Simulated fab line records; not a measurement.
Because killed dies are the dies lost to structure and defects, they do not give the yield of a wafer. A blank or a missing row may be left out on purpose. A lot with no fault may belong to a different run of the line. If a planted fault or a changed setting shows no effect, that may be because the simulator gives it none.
fab line records | flow n5-finfet
record: lots: 4 wafers: 12 last-day: 17
route steps=1938 shown BEOL_M4@1099 BEOL_M5@1112 BEOL_M10@1526 PASSIVATION@1936
lots with no fault: from the same line, run without faults
start-h: the number of hours between the record's first day and the start of the first shown wafer of the lot | wait-h: hours since the lot's step before | " as in the row above | L1.1+2: a row that stands for several wafers | - either no value or no given start | * or withheld: withheld | < > ~ a bound
route shown NAME@n: NAME is a module with steps in the file, n the number in the route of the first one | usual: average and standard deviation across the fault-free wafers | same: alike in all rows | chamber/n: place in a boat | sites: per-site readings | _std_site: the values' standard deviation | _edge_site: mean of outer sites minus mean of inner sites | radius-mm: for every site, how far away it sits from the centre of the wafer | mask NAME#n: copy n | behind: tool/chamber where the wafer was last shaped | hold: what put the lot on hold/how long, in hours/how the hold closed | device: the transistor (n, p or np) that didn't switch | end of line: tests of these same wafers at the route's end | a step given without rows: its recipe and nothing more | killed: not the wafer's yield, but the dies lost to structure and defects at the first sort | map: shows each die of a wafer: x if killed, . if not, _ if none is there
set.NAME: the setting the step ran with; set.NAME@STEP: the setting that earlier step ran with | model.NAME: the simulator's own value behind a step, which no gauge read
certain route steps with their lots: each step a table, each wafer a row
services: a tool's chamber out of use, with start hour (start-h, from the record's first day; less than 0 if before it), hours out, and reason
== steps ==
step: N5_BEOL_M4_ANNEAL_95
recipe: temp-c: 400 time-s: 240 ambient: vacuum
step: N5_BEOL_M4_SPUTTER_96
recipe: material: Cu target-thk-a: 45 temp-c: -20 chamber-pressure-pa: 0.07 power-w: withheld time-s: 8.29
step: N5_BEOL_M4_ECD_50
recipe: material: Cu target-thk-a: 3000
step: N5_BEOL_M4_ANNEAL_51
recipe: temp-c: 225 time-s: 90 ambient: N2
step: N5_BEOL_M4_CMP_52
recipe: stop-on: SiOC t-overpolish-s: 6.8 down-force-psi: 1 platen-rpm: 50 clearing-platen-down-force-psi: 1.5 clearing-platen-rpm: 50 post-cmp-clean: cu-alkaline target-thk-nm: 40 clearing-platen-pad-velocity-m-s: 0.99484 pad-velocity-m-s: 0.99484
step: N5_BEOL_M4_PRE_CLEAN_60
recipe: gas: NH3/H2 time-s: 15 temp-c: * rf-power-w: 300
step: N5_BEOL_M4_CO_CAP_55
recipe: material: Co target-thk-a: 20 temp-c: 200 precursor: CCTBA/H2 pressure-torr: 30 time-s: 102.1
step: N5_BEOL_M4_PRE_CLEAN_56
recipe: gas: NH3 time-s: 15 temp-c: withheld rf-power-w: 300
step: N5_BEOL_M4_DEP_57
recipe: material: SiCN target-thk-a: 80 temp-c: withheld precursor: 3MS/NH3 pressure-torr: 3 rf-w: 202 time-s: 14
step: N5_BEOL_M4_RC_MEAS_101
usual: DIBL_N: 35.7/1.5 DIBL_P: 35.7/2 IOFF_N: 0.155/0.026 IOFF_P: 0.20/0.031 ION_N: 675/11 ION_P: 462/7.1 SS_N: 71.3/0.57 SS_P: 73.1/0.56 VT_N: 250/3 VT_P: -251/3
columns lot.wafer tool chamber start-h wait-h DIBL_N[mV/V] DIBL_P[mV/V] IOFF_N[nA/um] IOFF_P[nA/um] ION_N[uA/um] ION_P[uA/um] SS_N[mV/dec] SS_P[mV/dec] VT_N[mV] VT_P[mV]
L937.2 prober-01 0 225.72 0.8 35.2 33.7 0.131 0.19 677 467 71.1 72.4 252 -248
L937.4 " 0 " " 36.8 35.0 0.141 0.21 660 453 71.5 72.8 254 -248
L937.6 " 0 " " 35.2 34.1 0.121 0.20 657 457 71.1 72.2 256 -251
L939.1 prober-01 0 232.30 0.0 36.0 35.8 0.142 0.18 674 460 71.3 73.3 252 -256
L939.4 " 0 " " 36.2 37.0 0.152 0.18 675 461 71.4 74.2 251 -254
L939.6 " 0 " " 34.4 34.1 0.125 0.15 670 463 70.6 72.5 252 -255
L947.1 prober-02 0 292.94 0.0 33.0 34.1 0.122 0.14 677 453 70.5 72.4 253 -258
L947.2 " 0 " " 34.8 35.4 0.139 0.15 673 452 71.1 72.5 253 -258
L947.5 " 0 " " 33.7 34.6 0.132 0.15 679 456 71.4 73.2 251 -257
L949.2 prober-01 0 305.52 0.2 32.7 33.4 0.113 0.16 666 452 70.4 72.4 254 -254
L949.3 " 0 " " 34.7 35.0 0.136 0.18 669 454 71.8 72.3 251 -252
L949.4 " 0 " " 34.4 34.9 0.138 0.17 670 448 70.7 72.6 251 -254
step: N5_BEOL_M5_ILD_DEP_00
recipe: material: SiCOH_lowk target-thk-a: 1406.4 temp-c: 300 precursor: DEMS/porogen pressure-torr: 5 rf-w: 500 time-s: 25.9
step: N5_BEOL_M5_CURE_79
recipe: temp-c: 385 time-s: 240 ambient: He/Ar material: SiCOH_lowk
step: N5_BEOL_M5_PECVD_70
recipe: material: SiO2 target-thk-a: 160 temp-c: 400 precursor: TEOS/O2 pressure-torr: 5.5 rf-w: 450 teos-flow-sccm: 53.8 gas: O2 flow-sccm: 3000 time-s: 18
step: N5_BEOL_M5_HM_DEP_02
recipe: material: TiN target-thk-a: 200 temp-c: 25 chamber-pressure-pa: 0.49996
step: N5_BEOL_M5_COAT_59
recipe: resist: SOC temp-c: 250 time-s: 60 spin-rpm: 1500 resist-thk-nm: 60
step: N5_BEOL_M5_COAT_60
recipe: resist: SiARC temp-c: 220 time-s: 60 spin-rpm: 1500 resist-thk-nm: 12
step: N5_BEOL_M5_COAT_71
recipe: resist: underlayer temp-c: 205 time-s: 60 spin-rpm: 1500 resist-thk-nm: 5
step: N5_BEOL_M5_COAT_05
recipe: resist: CAR-EUV spin-rpm: 1500 resist-thk-nm: 30
step: N5_BEOL_M5_EBR_07
recipe: solvent: PGMEA ebr-width-mm: 1.5
step: N5_BEOL_M5_SOFTBAKE_06
recipe: temp-c: 110 time-s: 60 resist: CAR-EUV
step: N5_BEOL_M5_EXPOSE_08
recipe: mask-id: M5 na: 0.33 source-shape: annular sigma-inner: 0.4 sigma-outer: 0.8 polarization: unpolarized target-cd-nm: 28 dose-mj: 35.75
step: N5_BEOL_M5_PEB_09
recipe: peb-temp-c: 100 peb-time-s: 60 resist: CAR-EUV
step: N5_BEOL_M5_DEVELOP_10
recipe: develop-time-s: 30 developer: TMAH resist: CAR-EUV rinse-liquid: surfactant-rinse dry: air-spin dev-temp-c: 23
step: N5_BEOL_M5_DESCUM_16
recipe: chemistry: O2 time-s: 7 source-power-w: 50 bias-power-w: 20 pressure-mtorr: 20 rf-frequency-hz: 2.712e+07 temp-c: 40 resist: CAR-EUV o2-flow-sccm: 225
step: N5_BEOL_M5_ETCH_72
recipe: chemistry: N2/H2 target: underlayer target-depth-a: 65 mask-material: CAR-EUV time-s: 5.2 ion-energy-ev: 200 pressure-mtorr: 30 source-w: 840 bias-w: 150 n2-flow-sccm: 200 h2-flow-sccm: 200 ends: cleared
step: N5_BEOL_M5_ETCH_61
recipe: chemistry: CF4 target: SiARC target-depth-a: 156 mask-material: CAR-EUV time-s: 26 ion-energy-ev: 80 pressure-mtorr: 40 source-w: 545 bias-w: 36 Ar_flow_sccm: 100 cf4-flow-sccm: 100 ends: cleared
step: N5_BEOL_M5_ETCH_62
recipe: chemistry: N2/H2 target: SOC target-depth-a: 750 overetch-a: 150 mask-material: SiARC temp-c: 40 time-s: 112.5 ion-energy-ev: 200 pressure-mtorr: 30 source-w: 840 bias-w: 150 n2-flow-sccm: 200 h2-flow-sccm: 200
step: N5_BEOL_M5_STRIP_63
recipe: chemistry: N2/H2 temp-c: 40 n2-flow-sccm: 200 h2-flow-sccm: 200 rf-frequency-hz: 6e+07
step: N5_BEOL_M5_STRIP_73
recipe: chemistry: N2/H2 temp-c: 40 n2-flow-sccm: 200 h2-flow-sccm: 200 rf-frequency-hz: 6e+07
step: N5_BEOL_M5_STRIP_64
recipe: chemistry: CF4 resist: SiARC power-w: 300 bias-power-w: 75 pressure-mtorr: 50 cf4-flow-sccm: 150 rf-frequency-hz: 6e+07
step: N5_BEOL_M5_HM_OPEN_17
recipe: chemistry: Cl2/BCl3 target-depth-a: 200 overetch-a: 60 target: TiN mask-material: SOC ion-energy-ev: 150 pressure-mtorr: 10 icp-w: 1000 bias-w: 126 Cl2_flow_sccm: 53.25 bcl3-flow-sccm: 21.75 Ar_flow_sccm: 25
step: N5_BEOL_M5_STRIP_19
recipe: chemistry: O2 power-w: 400 temp-c: 40 pressure-mtorr: 30 rf-frequency-hz: 6e+07 bias-power-w: 0 overash-fraction: 0.2 o2-flow-sccm: 225
step: N5_BEOL_M5_COAT_65
recipe: resist: SOC temp-c: 250 time-s: 60 spin-rpm: 1500 resist-thk-nm: 60
step: N5_BEOL_M5_COAT_66
recipe: resist: SiARC temp-c: 220 time-s: 60 spin-rpm: 1500 resist-thk-nm: 12
step: N5_BEOL_M10_CVD_75
recipe: material: Co target-thk-a: 20 temp-c: withheld precursor: CCTBA/H2 pressure-torr: 30 time-s: 138.9
usual: chamber-pressure-Torr: 30.01/0.067 run-length-s: 161.3/0.41 time-s: 138.9/0
columns lot.wafer tool chamber start-h wait-h chamber-pressure-Torr run-length-s time-s
L937.2 cvd-co-01 0 277.53 0.0 - - -
L937.4 " 1 " " - - -
L937.6 " 0 " " - - -
L939.1 cvd-co-01 2 282.69 0.1 - - -
L939.4 " 2 " " - - -
L939.6 " 1 " " - - -
L947.1 cvd-co-01 2 353.60 0.3 29.97 161.6 138.9
L947.2 " 0 " " 30.07 161.8 138.9
L947.5 " 2 " " 29.97 161.3 138.9
L949.2 cvd-co-02 0 365.22 0.2 30.08 161.0 138.9
L949.3 " 0 " " 30.10 160.8 138.9
L949.4 " 2 " " 30.09 161.0 138.9
step: N5_BEOL_M10_CMP_52
recipe: stop-on: SiCOH_lowk t-overpolish-s: 7 down-force-psi: 1 platen-rpm: 50 clearing-platen-down-force-psi: 1.5 clearing-platen-rpm: 50 post-cmp-clean: cu-alkaline target-thk-nm: 140 clearing-platen-pad-velocity-m-s: 0.99484 pad-velocity-m-s: 0.99484
usual: barrier-field-endpoint-s: 28.7/0.73 motor-current-A: 5.9/0.64 platen-rpm: 50.00/0.033 retaining-ring-pressure-frac: 1.000/0.0056
columns lot.wafer tool chamber start-h wait-h barrier-field-endpoint-s motor-current-A platen-rpm retaining-ring-pressure-frac
L937.4 cmp-02 1 278.51 0.4 27.6 5.5 50.02 1.001
L937.2 " 2 " " 27.1 8.0 50.02 0.996
L937.6 " 0 " " 26.1 6.4 49.96 0.999
L939.1 cmp-02 3 283.52 0.3 27.2 6.0 50.00 1.000
L939.4 " 0 " " 25.2 6.5 50.02 0.993
L939.6 " 2 " " 27.1 7.8 50.02 1.004
L947.1 cmp-01 1 354.33 0.3 28.1 6.4 49.97 1.000
L947.2 " 0 " " 28.7 5.6 50.03 0.991
L947.5 " 2 " " 27.8 5.7 49.96 0.997
L949.3 cmp-02 1 366.54 0.2 29.6 5.7 49.98 1.000
L949.4 " 2 " " 29.3 7.7 50.00 0.999
L949.2 " 3 " " 30.2 6.1 49.94 1.001
step: N5_PASSIVATION_PROBE_49
usual: defect-limited-yield: 91.4/1.5 killed_at_M0_to_M3: 34/10 killed_at_M4_up: 15/6 killed-at-contacts: 12/6 killed-at-front-end: 37/11 killed-at-other: 3.3/2.8 killed-dies: 101/18 killed-on-rim: 14/4.4 killed-open: 66/14 killed-short: 33/7.8 sort_bin_5_function: 5.0/0.97 sort_bin_6_memory: 3.2/0.72 sort-n-pass: 1079/18 sort-yield-pct: 91.4/1.5
same: gross-dies: 1180 killed-at-back-side: 0 sort_bin_4_leakage[%]: 0 sort_bin_8_speed[%]: 0
columns lot.wafer tool chamber start-h wait-h defect-limited-yield[%] killed_at_M0_to_M3 killed_at_M4_up killed-at-contacts killed-at-front-end killed-at-other killed-dies killed-on-rim killed-open killed-short sort_bin_5_function[%] sort_bin_6_memory[%] sort-n-pass sort-yield-pct[%]
L937.2 prober-01 - 330.33 0.1 24.5 30 807 6 46 2 891 152 60 36 62.6 12.6 289 24.5
L937.4 prober-01 - 330.43 0.2 25.6 34 794 3 44 3 878 99 80 25 62.7 11.5 302 25.6
L937.6 prober-01 - 330.53 0.3 23.4 18 829 3 53 1 904 149 63 31 64.7 11.5 276 23.4
L939.1 prober-01 - 333.87 0.0 25.1 28 832 9 14 1 884 145 34 25 62.1 12.8 296 25.1
L939.4 prober-01 - 334.02 0.2 26.7 23 813 11 17 1 865 143 34 18 60.8 11.8 315 26.7
L939.6 prober-01 - 334.12 0.3 25.3 33 827 6 15 0 881 100 39 19 63.0 11.5 299 25.3
L947.1 prober-01 - 400.66 0.0 92.6 30 18 16 21 2 87 12 58 26 4.1 3.0 1093 92.6
L947.2 prober-01 - 400.71 0.1 90.5 37 13 20 33 9 112 16 83 27 6.0 3.4 1068 90.5
L947.5 prober-01 - 400.86 0.2 90.6 33 22 17 37 2 111 17 82 29 5.9 3.1 1069 90.6
L949.2 prober-02 - 411.50 0.1 91.7 30 16 13 34 5 98 9 63 26 4.7 3.3 1082 91.7
L949.3 prober-02 - 411.55 0.1 91.6 42 12 15 28 2 99 12 67 29 5.2 3.2 1081 91.6
L949.4 prober-02 - 411.60 0.2 90.6 27 14 18 51 1 111 13 61 48 5.8 3.2 1069 90.6
killed by level:class
L937.2 BEOL_M10:area-cvd=452 BEOL_M10:interface-void-opened=343 FIN_SAQP:geometric-particle:open=13 DUMMY_GATE:geometric-particle:open=10 FIN_SAQP:geometric-particle:short=7 BEOL_M2:geometric-particle:open=7 BEOL_M0_SAQP:geometric-particle:open=7 BEOL_M0_SAQP:geometric-particle:short=5
L937.4 BEOL_M10:area-cvd=451 BEOL_M10:interface-void-opened=322 FIN_SAQP:geometric-particle:open=14 BEOL_M4:geometric-particle:open=12 BEOL_M0_SAQP:geometric-particle:open=10 STI_FIN_REVEAL:geometric-particle:open=9 BEOL_M0_SAQP:geometric-particle:short=8 DUMMY_GATE:geometric-particle:open=7
L937.6 BEOL_M10:area-cvd=483 BEOL_M10:interface-void-opened=327 FIN_SAQP:geometric-particle:open=11 DUMMY_GATE:geometric-particle:open=9 FIN_SAQP:geometric-particle:short=8 STI_FIN_REVEAL:geometric-particle:open=7 BEOL_M4:geometric-particle:open=7 BEOL_M2:geometric-particle:open=6
L939.1 BEOL_M10:area-cvd=443 BEOL_M10:interface-void-opened=382 BEOL_M3:geometric-particle:open=9 MOL_CONTACT_COAG:geometric-particle:open=8 BEOL_M0_SAQP:geometric-particle:short=7 BEOL_M3:geometric-particle:short=5 BEOL_M1:geometric-particle:open=4 DUMMY_GATE:geometric-particle:open=3
L939.4 BEOL_M10:area-cvd=467 BEOL_M10:interface-void-opened=338 MOL_CONTACT_COAG:geometric-particle:open=9 BEOL_M3:geometric-particle:short=8 HKMG_FIN:area-etch=8 BEOL_M3:geometric-particle:open=6 BEOL_M0_SAQP:geometric-particle:open=5 FIN_SAQP:geometric-particle:short=4
L939.6 BEOL_M10:area-cvd=462 BEOL_M10:interface-void-opened=361 BEOL_M3:geometric-particle:open=17 BEOL_M3:geometric-particle:short=6 MOL_CONTACT_COAG:geometric-particle:open=5 BEOL_M0_SAQP:geometric-particle:short=5 FIN_SAQP:geometric-particle:open=4 BEOL_M1:geometric-particle:open=3
L947.1 MOL_CONTACT_COAG:geometric-particle:open=9 MOL_CONTACT_COAG:geometric-particle:short=7 BEOL_M4:geometric-particle:open=7 BEOL_M0_SAQP:geometric-particle:open=6 BEOL_M1:geometric-particle:open=6 BEOL_M2:geometric-particle:open=5 FIN_SAQP:geometric-particle:short=4 FIN_SAQP:geometric-particle:open=4
L947.2 MOL_CONTACT_COAG:geometric-particle:open=17 BEOL_M1:geometric-particle:open=17 FIN_SAQP:geometric-particle:open=7 PASS1_CAP:geometric-particle:open=6 FIN_SAQP:geometric-particle:short=5 BEOL_M2:geometric-particle:open=5 BEOL_M0_SAQP:geometric-particle:open=5 BEOL_M4:geometric-particle:open=5
L947.5 FIN_SAQP:geometric-particle:open=17 BEOL_M4:geometric-particle:open=16 MOL_CONTACT_COAG:geometric-particle:open=13 BEOL_M1:geometric-particle:open=9 FIN_SAQP:geometric-particle:short=7 BEOL_M2:geometric-particle:open=7 BEOL_M3:geometric-particle:open=5 MOL_CONTACT_COAG:geometric-particle:short=4
L949.2 STI_FIN_REVEAL:geometric-particle:open=8 MOL_CONTACT_COAG:geometric-particle:open=8 BEOL_M1:geometric-particle:open=7 BEOL_M2:geometric-particle:open=7 GATE_CUT:geometric-particle:open=6 DUMMY_GATE:geometric-particle:open=4 BEOL_M4:geometric-particle:open=4 BEOL_M0_SAQP:geometric-particle:short=4
L949.3 MOL_CONTACT_COAG:geometric-particle:open=12 BEOL_M2:geometric-particle:open=11 STI_FIN_REVEAL:geometric-particle:open=10 BEOL_M0_SAQP:geometric-particle:short=8 GATE_CUT:geometric-particle:short=6 BEOL_M0_SAQP:geometric-particle:open=6 BEOL_M3:geometric-particle:open=6 BEOL_M1:geometric-particle:open=4
L949.4 FIN_SAQP:geometric-particle:short=20 BEOL_M2:geometric-particle:open=13 MOL_CONTACT_COAG:geometric-particle:open=12 STI_FIN_REVEAL:geometric-particle:open=9 MOL_CONTACT_COAG:geometric-particle:short=6 FIN_SAQP:geometric-particle:open=5 STI_FIN_REVEAL:geometric-particle:short=4 BEOL_M4:geometric-particle:open=4
map L937.6 (x killed, . not)
_________________xxxxxxxxxxxx________________
______________xxxxxxxxxxxxxxxxxx_____________
___________xxxxxxxxxxxxxxxxxxxxxxxx__________
__________xxxxxxxxxxxxxxxxxxxxxxxxxx_________
________xxxxxxx.xxx.xxxxxxxxxxxxxxxxxx_______
_______xxxxxxxxxxxxxxxxxxxxxxxxxxxxxxxx______
______xxxxx.xxxxxxxxx..xx.xxxxxxxxxxxxxx_____
_____xxxxxx.x.xx.x..xx.xxxxxxx.xxxxxxxxxx____
____xxxxxxx.xx.xx.xxxx.xx.x.xx.xxxx.xxxxxx___
___xxxxxxxxxx..x..xx..x.xx.xxxx.xxxxxxxxxxx__
___xxxxxxxxxxx...xxx..x.xxxxx.x...xxxxxxxxx__
__xx.xxxxxxxx.x.xxx.x...xx.x..x.xxxxxxxxxxxx_
__xxx...xxxxxxx..xx..xx....xx..x.x..xx.xxxxx_
_xxx.x.x.xx.xxx.xx..xxxxx..xxx.xxx.xxxxxxxxxx
_xxxxxxxx....xxxx..x..x..x..xxx.x.x.x.x.xxxxx
_xxxxxxxxxxxxxx.xxxx.x........xxxxx..xxxxxxxx
_xxxxxxx.x..x.x..x..x.x.xx.xxxx...x.xxxxxxxxx
_xxxx.xx.xxxx...........xx.xxxx.xxxxxxxxxxxxx
_xxxxxxxx.xxx.xxx....x.x.xxxx.x..x..xxxxxxxxx
_xxxxxxxxxxxxx....x.xx..xx.x.x.x...x.x..xxxxx
_xxxxxx.x.x...xx.xxx..x.....x..xxxxx.xxxxxxxx
__x..xx.xxx.xx...xxx...xx.xx.xxxx.xxxxxxxxxx_
__xxxxxxxx.xx..x..x.....x.....x.xxxx.xxxxxxx_
___xxxxxxxx.xxxx........x...xx..xxxxx.xxxxx__
___xx.xxxxxx.x.xxxxxx.x.x.xxxxxxxxx.xxxxxxx__
____xxxxxx..xxxxxxxx..xx..x...x.xxx.xxxxxx___
_____.xxxxxxxxxxxx.x.xxxxx..xxx.xxxxxxxxx____
______xxx...xx.xxxxxxxxxx.xxxx.x.xxxxxxx_____
_______x.xxxxxxxx.xxxxxxx.xx.xx.xxxxxxx______
________xxx.x.xxxxxxxxxx..xxxxxxxxxxxx_______
__________xxxxxxxxxxxx..x..xxxxxxxxx_________
___________xxxxxx.xxxxxx.xxxxxxxxxx__________
______________xxxxx.xxxxxxxxxxxx_____________
_________________xxxx.xxxxxxx________________
map L939.1 (x killed, . not)
_________________xxxxxxxx.xxx________________
______________xxxxxxxxxxxxxxxxxx_____________
___________xx.xxxx.xxxxxxxxxx.xxxxx__________
__________xxxxx..x.x.xx.xxxxxxxxx.xx_________
________xxxxx.xxx.xxx.x..x..xxxxxxxxxx_______
_______xxxxxx.xx...xxx.xxxxx.xxxx.xxxxx______
______xxxx..xxxx..x...x...xxxxx..xxxxxxx_____
_____x.x..x.xxxx.x..xx..x...xxx.xxxxxxxxx____
____xxx.xxxxx.xxxxx.xx.xxx.x.x.xxxxx.xxxxx___
___xxxxxxx.xxx..xx.xxxxx.x..xx.xxxx...xxxxx__
___xxx.x..xx..xx.xxx.xxxx.xx...xxxxx.xxxxxx__
__xx.x.x.xxxx.xxxxx....xx.x.x..xx.xxxxxxxxxx_
__.x.xx.xxx.x..x..xx.x.x.x...xx.xxxxxx.xxxxx_
_xxxxxx..x..xx..x..x..xx...xx...xxxxxxxx.xxxx
_xxxx..xxx..xx.x.xx..xx.x.x..xxx.x.xxxxx.xxxx
_xxxxxxx...xx..x.x.x..x.xxx..xxxxxxxx..xxxxxx
_.xxxx.x..xx...x..xx......x...xx.xx.xxxxxxxxx
_xxxx.xx.xx.xx.xxx.....x.xx...x.xxxx.xxx.xxxx
_xxxxxx.x.x.xx.x..xxx.x...x.x.x.x.xxxxxxxxxxx
_.x.xxxx...x...x.....xx..xxx.x.x.xxxx.xxxxxxx
_xxx.x.x...xx.x...x.x.x.x..xxxxxxxxxxxxxxxxxx
__xxxxxxxx.xxxx...xx.xx...xxxx.xx..xxxxxxxxx_
__xxxx.xxx.x..x...x.xxx.xxxxx..xxxxxxxxxxxxx_
___xxxxxxxx.x.xxxxxxxx....xx..xxx.xxxxxxxxx__
___xxxxxx..xxxx.x.x.xxx..xxxx.xxxxxxxxxxxxx__
____xxxxx.xxxxx.x..xxxxxx.x..xxxxxxxxxxxxx___
_____x.xxxxxxxxxxx.xxx.xxxx.xx..xxxxxxxxx____
______xxxxxxx.xxxxxxxxxxxxxxxxxxxxxxxxxx_____
_______xxx.xx.xxxxxxxxx.xxxxxxxx.x.xxxx______
________xxxxxxxxxxxxxxxxxxxxxxxxxxxxxx_______
__________xxxxxxxxxxxxxxxxxxxxxxxxxx_________
___________xxxxxxxxxxxxxxxxxxxxxxxx__________
______________xxxxxxxxxxxxxxxxxx_____________
_________________xxxxxxxxxxxx________________
== services ==
columns tool chamber start-h hours kind
cmp-01 - 288.82 1.2 repair
cvd-co-02 0 290.57 66.4 repair
cvd-co-01 - 298.11 6.9 pm
cmp-01 - 310.90 4.0 pm
cmp-01 - 314.90 - consumable-replace:conditioner
cmp-01 - 314.90 - consumable-replace:pad
cvd-co-02 2 324.30 8.6 repair
cvd-co-02 1 357.04 - clean
cvd-co-02 1 357.04 22.0 scheduled-down
cvd-co-02 1 357.04 22.0 vent-cycle
== key ==
first-sign: step: N5_BEOL_M10_CVD_75 reading: tool-record direction: missing
effect: step: N5_BEOL_M10_CMP_52 reading: barrier-field-endpoint-s direction: down sigmas: 2.8 usual: 28.7 struck: 26.7
effect: step: N5_PASSIVATION_PROBE_49 reading: killed_at_M4_up direction: up sigmas: 99+ usual: 15 struck: 817
more-kills-born-at: N5_BEOL_M10_CVD_75@cvd-co-01: 2758
met-at N5_BEOL_M10_CVD_75
struck-wafers L937.2,L937.4,L937.6,L939.1,L939.4,L939.6
later-rows-left-out L937.2,L937.4,L937.6,L939.1,L939.4,L939.6
fault: kind: skipped-step-whole tool: cvd-co-01 chamber: - onset-h: 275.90 steps: N5_BEOL_M10_CVD_75 scope: struck-lots-only
later-rows-left-out: the simulator's readings of these wafers behind a module that went badly wrong aren't trusted and aren't shown, but for the sort
